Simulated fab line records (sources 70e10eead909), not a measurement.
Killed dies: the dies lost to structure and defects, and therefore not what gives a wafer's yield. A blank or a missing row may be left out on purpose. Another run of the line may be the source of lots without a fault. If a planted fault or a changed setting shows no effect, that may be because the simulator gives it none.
Which tool was responsible? ; flow nand_harc ; 24 lots with 72 wafers sampled at 5 steps, on a route of 1159 steps

## WHAT EACH GAUGE READ, for each wafer
NHARC_A_BLC_CD_MEAS_10: target cd 100 nm.
lot;measured;on;cd_nm (nm)
L074;day 17 02:25;cd_sem-02;99.5 99.0 99.6
L075;day 17 14:03;cd_sem-01;100.0 100.6 100.6
L076;day 17 14:28;cd_sem-03;100.4 100.0 100.1
L077;day 17 19:28;cd_sem-02;99.9 100.5 100.5
L078;day 17 16:35;cd_sem-03;101.6 100.7 100.2
L079;day 18 16:58;cd_sem-01;100.1 100.0 100.4
L080;day 19 04:08;cd_sem-01;99.5 99.4 100.1
L081;day 19 06:08;cd_sem-03;99.7 100.0 99.4
L082;day 19 12:10;cd_sem-02;100.3 100.3 100.5
L083;day 19 12:38;cd_sem-03;99.5 99.8 99.2
L085;day 20 00:22;cd_sem-03;99.6 99.9 99.2
L086;day 20 04:50;cd_sem-02;99.7 99.6 99.3
L087;day 20 05:25;cd_sem-03;99.6 99.8 99.3
L089;day 20 14:20;cd_sem-03;100.3 99.6 99.9
L084;day 20 15:04;cd_sem-01;100.8 100.6 100.9
L088;day 20 23:48;cd_sem-03;99.4 100.0 99.8
L090;day 21 02:01;cd_sem-02;99.7 99.4 99.8
L093;day 21 23:11;cd_sem-01;98.8 99.4 99.2
L091;day 21 12:37;cd_sem-01;100.1 99.8 99.5
L094;day 22 00:46;cd_sem-03;100.8 100.6 100.1
L092;day 22 05:56;cd_sem-01;99.5 98.5 99.2
L097;day 22 22:31;cd_sem-02;100.1 100.3 100.3
L095;day 23 01:24;cd_sem-03;98.5 98.6 99.1
L096;day 23 02:13;cd_sem-01;100.5 99.7 99.6

## TOOL THAT RAN EACH LOT (tool first, then ch and the chambers of the sampled wafers, then the start)
lot;NHARC_A_WL_FILL_CMP_12;NHARC_A_CONTACT_ETCH_51;NHARC_A_CONTACT_ETCH_112;NHARC_A_CONTACT_ETCH_134
L074;cmp-03 ch 0,3, day 15 22:34;rie_diel-02 ch 0,2,3, day 16 05:05 or earlier;har_cap_etch-02 ch 0, day 16 05:05;har_cap_etch-03 ch 0,1, day 16 20:48
L075;cmp-02 ch 0,2,3, day 16 09:11;rie_diel-02 ch 0,1,3, day 16 16:31 or earlier;har_cap_etch-01 ch 0,1, day 16 16:31;har_cap_etch-02 ch 0,1, day 17 07:04
L076;cmp-03 ch 0,2,3, day 16 09:22;rie_diel-02 ch 0,1, day 16 17:20 or earlier;har_cap_etch-02 ch 1, day 16 17:20;har_cap_etch-03 ch 0, day 17 07:47
L077;cmp-03 ch 1,3, day 16 16:43;rie_diel-02 ch 0,1,2, day 16 23:55 or earlier;har_cap_etch-03 ch 0,1, day 16 23:55;har_cap_etch-03 ch 0,1, day 17 15:05
L078;cmp-02 ch 1,2, day 16 16:49;rie_diel-02 ch 2,3, day 16 23:28 or earlier;har_cap_etch-02 ch 0,1, day 16 23:28;har_cap_etch-02 ch 0,1, day 17 12:23
L079;cmp-02 ch 0,1,2, day 17 12:53;rie_diel-02 ch 1,2,3, day 17 18:35 or earlier;har_cap_etch-01 ch 0,1, day 17 18:35;har_cap_etch-02 ch 0,1, day 18 12:20
L080;cmp-02 ch 0,1,2, day 17 19:59;rie_diel-11 ch 1,2,3, day 18 03:46 or earlier;har_cap_etch-03 ch 0,1, day 18 03:46;har_cap_etch-02 ch 0,1, day 18 20:52
L081;cmp-02 ch 0,1,3, day 18 03:13;rie_diel-02 ch 0,1,2, day 18 11:31 or earlier;har_cap_etch-01 ch 0,1, day 18 11:31;har_cap_etch-02 ch 0,1, day 19 01:58
L082;cmp-03 ch 1,2,3, day 18 05:30;rie_diel-11 ch 0,2, day 18 13:34 or earlier;har_cap_etch-03 ch 0,1, day 18 13:34;har_cap_etch-03 ch 0,1, day 19 05:14
L083;cmp-03 ch 0,1,2, day 18 10:14;rie_diel-12 ch 0,1,3, day 18 16:16 or earlier;har_cap_etch-02 ch 0,1, day 18 16:16;har_cap_etch-02 ch 0,1, day 19 06:23
L085;cmp-03 ch 1,2, day 18 22:16;rie_diel-11 ch 0,3, day 19 05:09 or earlier;har_cap_etch-01 ch 0,1, day 19 05:09;har_cap_etch-01 ch 0,1, day 19 18:11
L086;cmp-03 ch 0,2,3, day 19 03:05;rie_diel-12 ch 0,1, day 19 09:19 or earlier;har_cap_etch-03 ch 1, day 19 09:19;har_cap_etch-03 ch 0,1, day 20 00:30
L087;cmp-01 ch 0,1, day 19 04:47;rie_diel-02 ch 0,1,3, day 19 10:46 or earlier;har_cap_etch-01 ch 0,1, day 19 10:46;har_cap_etch-02 ch 0,1, day 20 00:48
L089;cmp-01 ch 0,1, day 19 10:40;rie_diel-02 ch 1,3, day 19 16:35 or earlier;har_cap_etch-03 ch 0,1, day 19 16:35;har_cap_etch-01 ch 0,1, day 20 05:52
L084;cmp-02 ch 0,2,3, day 19 10:43;rie_diel-11 ch 1,2,3, day 19 16:53 or earlier;har_cap_etch-01 ch 0,1, day 19 16:53;har_cap_etch-03 ch 0,1, day 20 06:46
L088;cmp-02 ch 2,3, day 19 19:29;rie_diel-12 ch 2,3, day 20 01:47 or earlier;har_cap_etch-03 ch 0,1, day 20 01:47;har_cap_etch-02 ch 0,1, day 20 16:53
L090;cmp-02 ch 0,1,3, day 19 23:44;rie_diel-11 ch 0,1,3, day 20 06:25 or earlier;har_cap_etch-02 ch 0,1, day 20 06:25;har_cap_etch-02 ch 0,1, day 20 20:59
L093;cmp-02 ch 1,3, day 20 11:53;rie_diel-12 ch 0,1, day 20 20:21 or earlier;har_cap_etch-03 ch 1, day 20 20:21;har_cap_etch-01 ch 0,1, day 21 11:05
L091;cmp-01 ch 0,1,3, day 20 11:55;rie_diel-02 ch 1,2, day 20 18:41 or earlier;har_cap_etch-01 ch 0,1, day 20 18:41;har_cap_etch-03 ch 0,1, day 21 08:28
L094;cmp-01 ch 0,1,3, day 20 16:14;rie_diel-02 ch 0,1,3, day 20 23:37 or earlier;har_cap_etch-01 ch 0, day 20 23:37;har_cap_etch-02 ch 0,1, day 21 16:19
L092;cmp-01 ch 0,3, day 20 23:20;rie_diel-02 ch 0,3, day 21 07:15 or earlier;har_cap_etch-01 ch 0,1, day 21 07:15;har_cap_etch-01 ch 0,1, day 21 21:34
L097;cmp-02 ch 0,1,2, day 21 20:29;rie_diel-12 ch 0,1,2, day 22 02:32 or earlier;har_cap_etch-03 ch 1, day 22 02:32;har_cap_etch-01 ch 0,1, day 22 16:47
L095;cmp-02 ch 0,1,2, day 21 22:06;rie_diel-12 ch 0,1,2, day 22 04:45 or earlier;har_cap_etch-02 ch 0,1, day 22 04:45;har_cap_etch-02 ch 0,1, day 22 20:58
L096;cmp-03 ch 0,2,3, day 22 00:46;rie_diel-12 ch 0,1,2, day 22 06:51 or earlier;har_cap_etch-01 ch 0,1, day 22 06:51;har_cap_etch-01 ch 0,1, day 22 21:27
- NHARC_A_WL_FILL_CMP_12: polishes, t overpolish 30 s, target thk 75 nm.
- NHARC_A_CONTACT_ETCH_51: etches the open film in O2/COS, target depth 3600 nm, time 936 s.
- NHARC_A_CONTACT_ETCH_112: etches the open film in C4F8/O2/Ar, time 94 s, target depth 922 nm.
- NHARC_A_CONTACT_ETCH_134: etches the open film in C4F8/O2/Ar, time 140 s, target depth 700 nm.

## AS READ BY THE TOOLS THEMSELVES (means over the sampled wafers that have a number; for cases with no such wafer, the mark the record gives instead)
NHARC_A_WL_FILL_CMP_12.
lot;tool;motor_current_A (A);overpolish_run_s (s);slurry_flow_ml_min;time_to_endpoint_s (s)
L074;cmp-03;11.4;30.002;149.7;16.0
L075;cmp-02;12.0;30.010;149.8;16.5
L076;cmp-03;12.3;30.003;149.9;13.1
L077;cmp-03;12.0;30.002;150.0;13.5
L078;cmp-02;11.7;30.007;150.3;13.8
L079;cmp-02;12.4;29.992;150.1;15.4
L080;cmp-02;12.6;30.000;150.4;14.4
L081;cmp-02;12.3;29.999;150.3;15.9
L082;cmp-03;12.8;29.999;150.0;14.8
L083;cmp-03;11.8;29.998;150.1;16.5
L085;cmp-03;12.2;29.996;150.3;13.5
L086;cmp-03;12.2;30.006;149.4;14.9
L087;cmp-01;11.0;29.996;149.6;14.6
L089;cmp-01;11.1;30.001;150.0;16.3
L084;cmp-02;12.7;29.992;150.0;18.6
L088;cmp-02;12.2;29.995;150.0;20.4
L090;cmp-02;12.5;29.999;149.8;18.7
L093;cmp-02;12.2;29.990;150.1;20.5
L091;cmp-01;11.7;29.993;149.8;13.4
L094;cmp-01;11.9;30.006;149.4;14.4
L092;cmp-01;12.2;30.002;149.9;11.8
L097;cmp-02;12.4;29.991;149.5;16.2
L095;cmp-02;12.7;29.998;150.1;17.9
L096;cmp-03;12.7;29.996;149.9;17.7

NHARC_A_CONTACT_ETCH_51.
lot;tool;drypump_motor_current_A (A);oes_product_au (a.u.);rf_vpp_V (V);showerhead_plenum_p_Torr (Torr);throttle_valve_pct (%)
L074;rie_diel-02;5.9;1.003;315.0;3.15;28.333
L075;rie_diel-02;5.7;0.999;316.3;3.24;28.336
L076;rie_diel-02;5.8;0.998;315.9;3.25;28.332
L077;rie_diel-02;5.6;0.998;314.2;3.13;28.326
L078;rie_diel-02;5.7;1.004;314.1;3.14;28.332
L079;rie_diel-02;5.4;1.000;313.6;3.11;28.336
L080;rie_diel-11;5.7;1.011;314.8;3.17;28.321
L081;rie_diel-02;5.6;0.995;314.4;3.13;28.331
L082;rie_diel-11;4.9;1.006;316.7;3.28;28.335
L083;rie_diel-12;5.5;1.002;313.6;3.08;28.326
L085;rie_diel-11;5.6;1.003;317.3;3.32;28.327
L086;rie_diel-12;5.5;0.999;312.9;3.04;28.329
L087;rie_diel-02;5.7;0.996;315.8;3.23;28.332
L089;rie_diel-02;5.2;0.996;315.5;3.19;28.328
L084;rie_diel-11;5.7;1.004;314.1;3.16;28.323
L088;rie_diel-12;5.8;0.999;313.9;3.13;28.319
L090;rie_diel-11;5.8;1.003;314.1;3.20;28.332
L093;rie_diel-12;5.5;1.003;313.1;3.03;28.329
L091;rie_diel-02;5.1;0.996;313.9;3.08;28.330
L094;rie_diel-02;5.7;0.989;315.6;3.23;28.327
L092;rie_diel-02;6.1;0.993;316.3;3.27;28.335
L097;rie_diel-12;5.5;0.997;313.1;3.03;28.333
L095;rie_diel-12;5.5;1.000;312.0;3.03;28.330
L096;rie_diel-12;5.5;1.003;312.1;3.03;28.325

## THE ANSWER, worked out from the rows above alone
Rule: the usual values come from the lots themselves. Put in order of their means at a reading, lots are off if they are a third of the lots or fewer, leave a main group of 4 or more, and stand apart from it by a gap of 3 or more times the standard deviation of the main group's means; of several such gaps the widest counts. Not used: any main group whose means are identical at the precision the tables above print for the reading. A lot without any number at a reading at which 4 lots or more have one is off too. Any other lot the step has rows for is counted as sound. First the gauges in route order, then the tools' own readings, where a lot's mean is used as printed above. The first step at which some lot is off is used, and at that step the reading that is off furthest; a lot without a number counts as furthest.
No lot is off on any of the readings shown, so nothing can be concluded from this.

## WHAT HAD BEEN PUT IN BY THE SIMULATOR
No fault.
